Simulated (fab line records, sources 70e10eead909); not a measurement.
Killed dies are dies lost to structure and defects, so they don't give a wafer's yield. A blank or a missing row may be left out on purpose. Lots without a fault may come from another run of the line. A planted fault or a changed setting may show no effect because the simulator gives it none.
A struck lot beside a sound one | flow nand_harc | 13 steps out of a route of 1302
Sound: wafers L438.2, L438.3, L438.4. Struck: wafers L435.1, L435.5, L435.6. The cause comes at the end.
At each step with rows: each side's tool, then ch and its chambers, then its first start. Under that, the readings that differ: sound wafers | struck wafers | difference of the means | sigmas: that difference in standard deviations of wafers without a fault.
alike: readings whose means differ by less than 2 such deviations, and words and numbers that are the same on both sides. not compared: withheld readings, readings that some wafer has no value for, bounds like >300 that may hide the same value, and numbers for which the record gives no deviation and whose values overlap.
The two part at a step that has a row with sigmas, a row that says differs or no value, or rows on one side only. Numbers that don't overlap but have no deviation are shown without sigmas and don't part them. A reading that every wafer of one side lacks parts them only if that side has two wafers or more.

first, 2 steps without rows for these wafers: NHARC_A_SOURCE_PLATE_SRD_01; NHARC_A_SOURCE_PLATE_OXIDE_02 (material SiO2, target thk 10 nm, ox time 1362 s).
NHARC_A_SOURCE_PLATE_THK_MEAS_09: measures by ellipsometry.
  sound on film_metro-01, day 13 04:10; struck on film_metro-02, day 11 13:57
  alike: thk_nm
then, 3 steps without rows for these wafers: NHARC_A_SOURCE_PLATE_PVD_04 (deposits WSi2, target thk 50 nm); NHARC_A_SOURCE_PLATE_CVD_03 (deposits poly-Si, target thk 200 nm, time 4000 s); NHARC_A_SOURCE_PLATE_ANNEAL_05 (time 1800 s).
NHARC_A_SOURCE_PLATE_THK_MEAS_06: measures by ellipsometry.
  sound on film_metro-01, day 13 16:43; struck on film_metro-02, day 12 03:08
  reading     | sound             | struck            | difference | sigmas
  thk_nm (nm) | 197.0 196.8 196.7 | 203.5 200.6 203.2 | +5.6       | +3
NHARC_A_SOURCE_PLATE_INSPECT_08:
  sound on defect_inspect-01, day 13 16:48; struck on defect_inspect-02, day 12 03:12
  alike: raw_defect_count
then, 1 step without rows for these wafers: NHARC_A_ONON_D1_DEP_00 (target thk 1000 nm).
NHARC_A_ONON_D1_THK_MEAS_02: measures by ellipsometry.
  sound on film_metro-02, day 13 17:23; struck on film_metro-02, day 12 03:46
  reading     | sound          | struck      | difference | sigmas
  thk_nm (nm) | 1007 1007 1007 | 987 987 988 | -20        | -2
NHARC_A_ONON_D1_DEP_03: target thk 1000 nm.
  sound on pecvd_onon-01 ch 0, day 13 17:29; struck on pecvd_onon-02 ch 0, day 12 03:50
NHARC_A_ONON_D1_THK_MEAS_05: measures by ellipsometry.
  sound on film_metro-02, day 13 17:56; struck on film_metro-02, day 12 04:31
  reading     | sound          | struck      | difference | sigmas
  thk_nm (nm) | 1000 1000 1001 | 649 648 650 | -351       | -37
  not compared: hold
-- the record jumps here: 16 days lie between the struck wafers' starts before and after (it left off in module A_ONON_D1 and takes up again in module END, whose first step shown is number 1302 of the route) --
NHARC_END_SORT_01:
  the record has rows for the struck wafers here (prober-01 ch 0, day 28 11:08) and none for the sound ones

WHERE THEY PART
First at NHARC_A_SOURCE_PLATE_THK_MEAS_06; last, within this record, at NHARC_END_SORT_01.

WHY: what the simulator had put in
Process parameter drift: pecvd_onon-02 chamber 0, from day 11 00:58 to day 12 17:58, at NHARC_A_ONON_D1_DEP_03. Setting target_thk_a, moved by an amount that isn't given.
